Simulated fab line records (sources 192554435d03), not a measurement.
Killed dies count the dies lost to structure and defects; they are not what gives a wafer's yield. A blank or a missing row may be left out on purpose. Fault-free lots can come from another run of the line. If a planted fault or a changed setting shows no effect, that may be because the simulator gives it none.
fab line records	flow n5Finfet
record: lots: 7	wafers: 21
route steps=1938 shown BEOL_M14@1744 BEOL_M15@1773 MIM_TOP@1838 PASSIVATION@1901
startH: start of the lot's first displayed wafer, in hours after the record's first day	waitH: hours since the lot's step before	" repeats the value in the row above	L1.1+2: one row covering several wafers at once	- no value present, or no start provided	* or withheld: withheld	< > ~ a bound
route shown NAME@n: a module of which the file shows steps, and the number in the route of the first	usual: mean and standard deviation over wafers with no fault	same: alike in all rows	chamber/n: place in a boat	sites: each site's reading	_std_site: their standard deviation	_edge_site: outer sites' mean less inner sites'	radiusMm: how far each site lies from the wafer's centre	mask NAME#n: copy n	behind: the last tool/chamber to shape the wafer	hold: the reason the lot was held/the length of the hold in hours/how it ended	device: transistor that didn't switch, given as n, p or np	end of line: at the end of the route, the tests of the same wafers	a step given without rows: its recipe and nothing more	killed: the dies lost at the first sort to structure and to defects; this is not the yield of the wafer	map: a wafer's dies, x killed, . not, _ none there
set.NAME: the setting as run; set.NAME@STEP: as run at that earlier step	model.NAME: the simulator's own value behind a step, which no gauge read
one table per step and one row per wafer, for lots whose settings were changed on purpose
== steps ==
step: N5_BEOL_M14_DEVELOP_27
recipe: developTimeS: 45	rinseLiquid: diw	dry: airSpin	devTempC: 21
lot.wafer	tool	chamber	startH	waitH	set.developTimeS
L074.2+6	lithoTrack-04	0	-	-	45
L074.4	"	0	"	"	48.53
L084.3+4+5	lithoTrack-04	0	-	-	53.91
L085.1+3+4	lithoTrack-01	0	-	-	45
L086.2+5	lithoTrack-01	0	-	-	45
L086.6	"	0	"	"	55.01
L089.2+6	lithoTrack-05	0	-	-	39.62
L089.5	"	0	"	"	45
L090.1+2+6	lithoTrack-05	0	-	-	45
L093.1+2+5	lithoTrack-04	0	-	-	45
step: N5_BEOL_M14_HARDBAKE_32
recipe: tempC: 130	timeS: 120
step: N5_BEOL_M14_CD_MEAS_28
recipe: targetCdNm: 284.4	landingEnergyEv: 500	detector: seInlens
usual: cdNm: 284.2/1.9
lot.wafer	tool	chamber	startH	waitH	set.pebTempC@BEOL_M14_PEB_26	cdNm
L074.2	cdSem-02	0	253.67	-	131.3	290.7
L074.4	"	0	"	"	130	286.3
L074.6	"	0	"	"	130	284.8
L084.3	cdSem-03	0	309.41	-	130	281.0
L084.4	"	0	"	"	130	282.8
L084.5	"	0	"	"	130	284.2
L085.1	cdSem-02	0	322.22	-	130	283.8
L085.3	"	0	"	"	132.4	292.2
L085.4	"	0	"	"	130	284.7
L086.2	cdSem-01	0	326.34	-	130	283.1
L086.5	"	0	"	"	133.7	298.4
L086.6	"	0	"	"	133.7	303.6
L089.2	cdSem-01	0	336.43	-	128.9	276.3
L089.5	"	0	"	"	130	284.2
L089.6	"	0	"	"	128.9	278.2
L090.1	cdSem-01	0	352.43	-	130	282.0
L090.2	"	0	"	"	130	284.7
L090.6	"	0	"	"	130	285.6
L093.1	cdSem-03	0	359.64	-	130	281.5
L093.2	"	0	"	"	130	282.3
L093.5	"	0	"	"	130	282.2
step: N5_BEOL_M14_DESCUM_33
recipe: chemistry: O2	timeS: 7.9	sourcePowerW: 50	biasPowerW: 20	pressureMtorr: 20	rfFrequencyHz: 2.712e+07	tempC: 40	o2FlowSccm: 225
lot.wafer	tool	chamber	startH	waitH	set.pebTempC@BEOL_M14_PEB_26	model.BEOL_M14.cdNm
L074.2	rieDiel-02	0	253.76	0.0	131.3	290.8
L074.4	"	3	"	"	130	286.2
L074.6	"	2	"	"	130	284.8
L084.3	rieDiel-01	3	309.50	0.0	130	281
L084.4	"	2	"	"	130	282.8
L084.5	"	2	"	"	130	284
L085.1	rieDiel-02	2	322.45	0.2	130	284.2
L085.3	"	2	"	"	132.4	292
L085.4	"	0	"	"	130	284.6
L086.2	rieDiel-02	1	326.43	0.0	130	282.6
L086.5	"	1	"	"	133.7	298.2
L086.6	"	2	"	"	133.7	303.4
L089.2	rieDiel-02	0	336.61	0.1	128.9	276.6
L089.5	"	0	"	"	130	284
L089.6	"	1	"	"	128.9	277.8
L090.1	rieDiel-02	1	352.62	0.1	130	282.2
L090.2	"	0	"	"	130	285
L090.6	"	1	"	"	130	285.2
L093.1	rieDiel-02	1	360.13	0.4	130	281.6
L093.2	"	2	"	"	130	282.6
L093.5	"	1	"	"	130	282.8
step: N5_BEOL_M14_ETCH_67
recipe: chemistry: CF4	target: SiARC	targetDepthA: 1430	timeS: 238.3	ionEnergyEv: 80	pressureMtorr: 40	sourceW: 545	biasW: 36	Ar_flow_sccm: 100	cf4FlowSccm: 100	ends: cleared
lot.wafer	tool	chamber	startH	waitH	set.pebTempC@BEOL_M14_PEB_26	model.BEOL_M14.cdNm
L074.2	rieDiel-02	0	253.79	0.0	131.3	286.4
L074.4	"	3	"	"	130	281.4
L074.6	"	2	"	"	130	280
L084.3	rieDiel-01	3	309.53	0.0	130	277.2
L084.4	"	2	"	"	130	277.8
L084.5	"	2	"	"	130	279
L085.1	rieDiel-02	2	322.50	0.0	130	279.2
L085.3	"	2	"	"	132.4	287.2
L085.4	"	0	"	"	130	280.8
L086.2	rieDiel-02	1	326.47	0.0	130	277.6
L086.5	"	1	"	"	133.7	293
L086.6	"	2	"	"	133.7	299
L089.2	rieDiel-02	0	336.64	0.0	128.9	272.4
L089.5	"	0	"	"	130	280
L089.6	"	1	"	"	128.9	272.8
L090.1	rieDiel-02	1	352.66	0.0	130	276.6
L090.2	"	0	"	"	130	280.4
L090.6	"	1	"	"	130	279.4
L093.1	rieDiel-02	1	360.16	0.0	130	277.2
L093.2	"	2	"	"	130	278.4
L093.5	"	1	"	"	130	278.2
step: N5_BEOL_M14_ETCH_68
recipe: chemistry: N2/H2	target: SOC	maskMaterial: SiARC	sourceW: 3000	biasW: 350	tempC: 40	timeS: 450	ionEnergyEv: 200	pressureMtorr: 30	n2FlowSccm: 200	h2FlowSccm: 200
lot.wafer	tool	chamber	startH	waitH	set.pebTempC@BEOL_M14_PEB_26	model.BEOL_M14.cdNm
L074.2	rieDiel-02	0	253.94	0.1	131.3	283.6
L074.4	"	3	"	"	130	280.8
L074.6	"	2	"	"	130	279.6
L084.3	rieDiel-01	3	309.68	0.1	130	279.8
L084.4	"	2	"	"	130	277.6
L084.5	"	2	"	"	130	280
L085.1	rieDiel-02	2	322.72	0.1	130	277.6
L085.3	"	2	"	"	132.4	284.8
L085.4	"	0	"	"	130	279
L086.2	rieDiel-02	1	326.61	0.1	130	276.6
L086.5	"	1	"	"	133.7	293
L086.6	"	2	"	"	133.7	297.4
L089.2	rieDiel-02	0	336.79	0.1	128.9	271
L089.5	"	0	"	"	130	277.8
L089.6	"	1	"	"	128.9	274
L090.1	rieDiel-02	1	352.80	0.1	130	277
L090.2	"	0	"	"	130	278
L090.6	"	1	"	"	130	280
L093.1	rieDiel-02	1	360.31	0.1	130	276.8
L093.2	"	2	"	"	130	278.2
L093.5	"	1	"	"	130	278.8
step: N5_BEOL_M14_STRIP_69
recipe: chemistry: N2/H2	tempC: 40	n2FlowSccm: 200	h2FlowSccm: 200	rfFrequencyHz: 6e+07
step: N5_BEOL_M14_TRENCH_ETCH_34
recipe: chemistry: C4F8/O2/Ar	target: SiO2	targetDepthA: 5566.5	maskMaterial: SOC	heInnerTorr: 15	heOuterTorr: 30	timeS: 126.9	ionEnergyEv: 800	pressureMtorr: 20	sourceW: 1905	biasW: 2040	Ar_flow_sccm: 400	C4F8_flow_sccm: 16	O2_flow_sccm: 12
step: N5_BEOL_M14_STRIP_37
recipe: chemistry: O2	powerW: 600	tempC: 60	pressureMtorr: 30	rfFrequencyHz: 6e+07	biasPowerW: 0	overashFraction: 0.3	o2FlowSccm: 225
step: N5_BEOL_M14_ETCH_38
recipe: chemistry: CF4/N2	target: SiCN	targetDepthA: 1065	taperDeg: 2	timeS: 120.6	ionEnergyEv: 150	maskMaterial: SiO2	pressureMtorr: 40	sourceW: 430	biasW: 70	Ar_flow_sccm: 100	cf4FlowSccm: 60	n2FlowSccm: 60
lot.wafer	tool	chamber	startH	waitH	set.pebTempC@BEOL_M14_PEB_26	model.BEOL_M14.cdNm
L074.2	rieDiel-01	1	-	-	131.3	284
L074.4	"	0	"	"	130	280.8
L074.6	"	2	"	"	130	279.4
L084.3	rieDiel-01	3	-	-	130	280
L084.4	"	1	"	"	130	277.4
L084.5	"	3	"	"	130	279.8
L085.1	rieDiel-01	2	-	-	130	277.6
L085.3	"	0	"	"	132.4	285
L085.4	"	2	"	"	130	279.2
L086.2	rieDiel-02	1	-	-	130	276.6
L086.5	"	1	"	"	133.7	293.2
L086.6	"	2	"	"	133.7	297.4
L089.2	rieDiel-02	3	-	-	128.9	271.2
L089.5	"	0	"	"	130	278
L089.6	"	3	"	"	128.9	274
L090.1	rieDiel-04	0	-	-	130	277
L090.2	"	3	"	"	130	278.6
L090.6	"	1	"	"	130	280.2
L093.1	rieDiel-01	0	-	-	130	277.2
L093.2	"	1	"	"	130	278.2
L093.5	"	0	"	"	130	279
step: N5_BEOL_M15_ILD_DEP_00
recipe: material: SiO2	targetThkA: 16293	tempC: 400	precursor: TEOS/O2	pressureTorr: 6.5	rfW: 900	teosFlowSccm: 161.4	gas: O2	flowSccm: 2650	timeS: 346.1
lot.wafer	tool	chamber	startH	waitH	set.timeS	model.SiO2_of_BEOL_M15_ILD_DEP_00.thkNm
L074.2	pecvd-03	0	260.71	0.0	317	1518
L074.4	"	2	"	"	317	1537
L074.6	"	0	"	"	346.1	1676
L084.3	pecvd-02	0	315.87	0.0	322.2	1491
L084.4	"	0	"	"	346.1	1617
L084.5	"	1	"	"	346.1	1627
L085.1+4	pecvd-01	0,2	325.25	0.0	346.1	1613
L085.3	"	1	"	"	346.1	1625
L086.2	pecvd-01	2	329.06	0.0	333	1522
L086.5	"	0	"	"	346.1	1620
L086.6	"	2	"	"	333	1565
L089.2	pecvd-03	1	341.28	0.0	382.4	1809
L089.5	"	0	"	"	382.4	1837
L089.6	"	1	"	"	346.1	1642
L090.1	pecvd-03	2	357.46	0.0	346.1	1636
L090.2	"	0	"	"	346.1	1644
L090.6	"	0	"	"	346.1	1667
L093.1	pecvd-02	0	362.63	0.0	346.1	1620
L093.2	"	1	"	"	346.1	1594
L093.5	"	1	"	"	346.1	1613
step: N5_BEOL_M15_THK_MEAS_01
recipe: reads: SiO2_of_BEOL_M15_ILD_DEP_00
usual: M15_ILD_THK: 1624/25
lot.wafer	tool	chamber	startH	waitH	set.timeS@BEOL_M15_ILD_DEP_00	M15_ILD_THK[nm]
L074.2	filmMetro-01	-	260.96	0.1	317	1518
L074.4	"	-	"	"	317	1537
L074.6	"	-	"	"	346.1	1677
L084.3	filmMetro-02	-	316.12	0.1	322.2	1492
L084.4	"	-	"	"	346.1	1617
L084.5	"	-	"	"	346.1	1627
L085.1	filmMetro-01	-	325.50	0.1	346.1	1613
L085.3	"	-	"	"	346.1	1625
L085.4	"	-	"	"	346.1	1614
L086.2	filmMetro-01	-	329.31	0.1	333	1522
L086.5	"	-	"	"	346.1	1620
L086.6	"	-	"	"	333	1566
L089.2	filmMetro-02	-	341.53	0.1	382.4	1811
L089.5	"	-	"	"	382.4	1836
L089.6	"	-	"	"	346.1	1641
L090.1	filmMetro-01	-	357.71	0.1	346.1	1635
L090.2	"	-	"	"	346.1	1644
L090.6	"	-	"	"	346.1	1667
L093.1	filmMetro-02	-	362.88	0.1	346.1	1620
L093.2	"	-	"	"	346.1	1593
L093.5	"	-	"	"	346.1	1612
step: N5_BEOL_M15_COAT_04
recipe: spinRpm: 1704	resistThkNm: 800
lot.wafer	tool	chamber	startH	waitH	set.spinRpm
L074.2+6	lithoTrack-03	0	-	-	1704
L074.4	"	0	"	"	1818
L084.3+4+5	lithoTrack-04	0	-	-	1704
L085.1+3+4	lithoTrack-02	0	-	-	1704
L086.2+5+6	lithoTrack-02	0	-	-	1704
L089.2+5+6	lithoTrack-04	0	-	-	1704
L090.1+2+6	lithoTrack-02	0	-	-	1704
L093.1+2+5	lithoTrack-03	0	-	-	1704
step: N5_BEOL_M15_EBR_06
recipe: solvent: PGMEA	ebrWidthMm: 1.5
step: N5_BEOL_M15_SOFTBAKE_05
recipe: tempC: 130	timeS: 60
step: N5_BEOL_M15_DESCUM_15
recipe: chemistry: O2	timeS: 7.9	sourcePowerW: 50	biasPowerW: 20	pressureMtorr: 20	rfFrequencyHz: 2.712e+07	tempC: 40	o2FlowSccm: 225
step: N5_BEOL_M15_ETCH_59
recipe: chemistry: N2/H2	target: BARC	targetDepthA: 890	overetchA: 267	timeS: 67.9	ionEnergyEv: 200	pressureMtorr: 30	sourceW: 840	biasW: 150	n2FlowSccm: 200	h2FlowSccm: 200
step: N5_BEOL_M15_VIA_ETCH_16
recipe: chemistry: C4F8/O2/Ar	target: SiO2	heInnerTorr: 15	heOuterTorr: 30	targetDepthA: 17922	timeS: withheld	ionEnergyEv: 800	pressureMtorr: 20	sourceW: 1905	biasW: 2040	Ar_flow_sccm: 400	C4F8_flow_sccm: 16	O2_flow_sccm: 12	ends: cleared
lot.wafer	tool	chamber	startH	waitH	set.timeS@BEOL_M15_ILD_DEP_00	model.etch.depthNm	model.coat_of_BEOL_M15_COAT_04.thkNm
L074.2	rieDiel-06	3	261.72	0.0	*	1518	359.6
L074.4	"	0	"	"	*	1537	334.6
L074.6	"	3	"	"	*	1676	321
L084.3	rieDiel-06	3	316.60	0.0	*	1491	368.4
L084.4	"	2	"	"	*	1617	331.4
L084.5	"	2	"	"	*	1627	331.4
L085.1	rieDiel-03	2	327.12	0.0	*	1613	332
L085.3	"	0	"	"	*	1625	325
L085.4	"	1	"	"	*	1613	334.2
L086.2	rieDiel-03	2	332.26	0.0	*	1522	353
L086.5	"	3	"	"	*	1620	340.2
L086.6	"	2	"	"	*	1565	343.4
L089.2	rieDiel-05	1	342.01	0.0	*	1809	303.4
L089.5	"	1	"	"	*	1837	297.4
L089.6	"	0	"	"	*	1642	333.8
L090.1	rieDiel-05	1	358.19	0.0	*	1636	338.4
L090.2	"	0	"	"	*	1644	327.6
L090.6	"	0	"	"	*	1667	322.2
L093.1	rieDiel-03	0	363.36	0.0	*	1620	326.6
L093.2	"	1	"	"	*	1594	336.2
L093.5	"	2	"	"	*	1613	328.4
step: N5_MIM_TOP_SPUTTER_03
recipe: material: TiN	targetThkA: 350	tempC: 200	powerW: 3000	chamberPressurePa: 0.49996	gas: Ar	reactivePartialPa: 0.37997	timeS: 89.7
lot.wafer	tool	chamber	startH	waitH	set.powerW	model.TiN_of_MIM_TOP_SPUTTER_03.thkNm
L074.2	pvdSputter-03	-	274.94	0.0	3000	33.8
L074.4	"	-	"	"	3356	39.2
L074.6	"	-	"	"	3356	38.8
L084.3	pvdSputter-02	-	323.76	0.0	3000	35.4
L084.4	"	-	"	"	3398	39.6
L084.5	"	-	"	"	3000	35.2
L085.1	pvdSputter-02	-	338.82	0.0	3244	37.4
L085.3	"	-	"	"	3000	34.8
L085.4	"	-	"	"	3244	38
L086.2+6	pvdSputter-01	-	346.79	0.0	3507	41.2
L086.5	"	-	"	"	3507	41.4
L089.2+5	pvdSputter-01	-	349.13	0.0	3000	35.6
L089.6	"	-	"	"	3000	35.4
L090.1	pvdSputter-02	-	365.32	0.0	3000	35
L090.2	"	-	"	"	2599	31
L090.6	"	-	"	"	3000	35.2
L093.1	pvdSputter-01	-	372.78	0.0	3000	35.6
L093.2	"	-	"	"	3000	35.2
L093.5	"	-	"	"	3000	35.4
step: N5_PASSIVATION_EXPOSE_27
recipe: maskId: PAD	na: 0.55	sourceShape: conventional	sigmaOuter: 0.8	polarization: unpolarized	defocusNm: 0	doseMj: 32.3
lot.wafer	tool	chamber	startH	waitH	mask	set.doseMj
L074.2+4+6	krfScanner-02	0	282.36	-	PAD#0	32.3
L084.3	krfScanner-02	0	332.00	-	PAD#0	34.24
L084.4+5	"	0	"	"	PAD#0	32.3
L085.1+4	krfScanner-02	0	346.81	-	PAD#0	32.3
L085.3	"	0	"	"	PAD#0	30.25
L086.2+5+6	krfScanner-02	0	351.93	-	PAD#0	32.3
L089.2+5	krfScanner-02	0	356.99	-	PAD#0	32.3
L089.6	"	0	"	"	PAD#0	30.28
L090.1	krfScanner-02	0	374.50	-	PAD#0	33.92
L090.2+6	"	0	"	"	PAD#0	32.3
L093.1+2+5	krfScanner-01	0	376.98	-	PAD#0	32.3
step: N5_PASSIVATION_PEB_28
recipe: pebTempC: withheld	pebTimeS: *
step: N5_PASSIVATION_DEVELOP_29
recipe: developTimeS: 60	rinseLiquid: diw	dry: airSpin	devTempC: 21
step: N5_PASSIVATION_HARDBAKE_31
recipe: tempC: 130	timeS: 120
step: N5_PASSIVATION_CD_MEAS_30
recipe: targetCdNm: 4000	landingEnergyEv: 500	detector: seInlens	polarity: opening
usual: cdNm: 3999.8/1.5
lot.wafer	tool	chamber	startH	waitH	set.doseMj@PASSIVATION_EXPOSE_27	cdNm
L074.2	cdSem-02	0	282.53	-	32.3	3997.8
L074.4	"	0	"	"	32.3	3998.3
L074.6	"	0	"	"	32.3	4000.4
L084.3	cdSem-03	0	332.17	-	34.24	4011.8
L084.4	"	0	"	"	32.3	4000.3
L084.5	"	0	"	"	32.3	4001.3
L085.1	cdSem-03	0	346.98	-	32.3	4002.2
L085.3	"	0	"	"	30.25	3988.1
L085.4	"	0	"	"	32.3	4001.9
L086.2	cdSem-02	0	352.10	-	32.3	3999.9
L086.5	"	0	"	"	32.3	3998.5
L086.6	"	0	"	"	32.3	3997.6
L089.2	cdSem-01	0	357.16	-	32.3	3999.4
L089.5	"	0	"	"	32.3	3999.8
L089.6	"	0	"	"	30.28	3988.1
L090.1	cdSem-03	0	374.67	-	33.92	4007.4
L090.2	"	0	"	"	32.3	4001.4
L090.6	"	0	"	"	32.3	4001.5
L093.1	cdSem-02	0	377.16	-	32.3	4002.8
L093.2	"	0	"	"	32.3	4001.7
L093.5	"	0	"	"	32.3	4003.2
== key ==
split: step: N5_BEOL_M14_DEVELOP_27	setting: developTimeS	stated: 45	by: wafer
response none clear
split: step: N5_BEOL_M15_ILD_DEP_00	setting: timeS	stated: 346.1	by: wafer
response: step: N5_BEOL_M15_ILD_DEP_00	reading: model.SiO2_of_BEOL_M15_ILD_DEP_00.thkNm	change: +17.9	per: 1%	r: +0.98
response: step: N5_BEOL_M15_THK_MEAS_01	reading: M15_ILD_THK	change: +17.9	per: 1%	r: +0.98
response: step: N5_BEOL_M15_VIA_ETCH_16	reading: model.etch.depthNm	change: +17.9	per: 1%	r: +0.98
response: step: N5_BEOL_M15_VIA_ETCH_16	reading: model.coat_of_BEOL_M15_COAT_04.thkNm	change: -3.52	per: 1%	r: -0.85
split: step: N5_BEOL_M15_COAT_04	setting: spinRpm	stated: 1704	by: wafer
response none clear
split: step: N5_MIM_TOP_SPUTTER_03	setting: powerW	stated: 3000	by: wafer
response: step: N5_MIM_TOP_SPUTTER_03	reading: model.TiN_of_MIM_TOP_SPUTTER_03.thkNm	change: +0.351	per: 1%	r: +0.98
split: step: N5_PASSIVATION_EXPOSE_27	setting: doseMj	stated: 32.3	by: wafer
response: step: N5_PASSIVATION_CD_MEAS_30	reading: cdNm	change: +1.82	per: 1%	r: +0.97
split outsideThisFile step=N5_BEOL_M14_PEB_26 setting=pebTempC
split outsideThisFile: this setting was split too, and the file shows its column; the key of that split is in another file
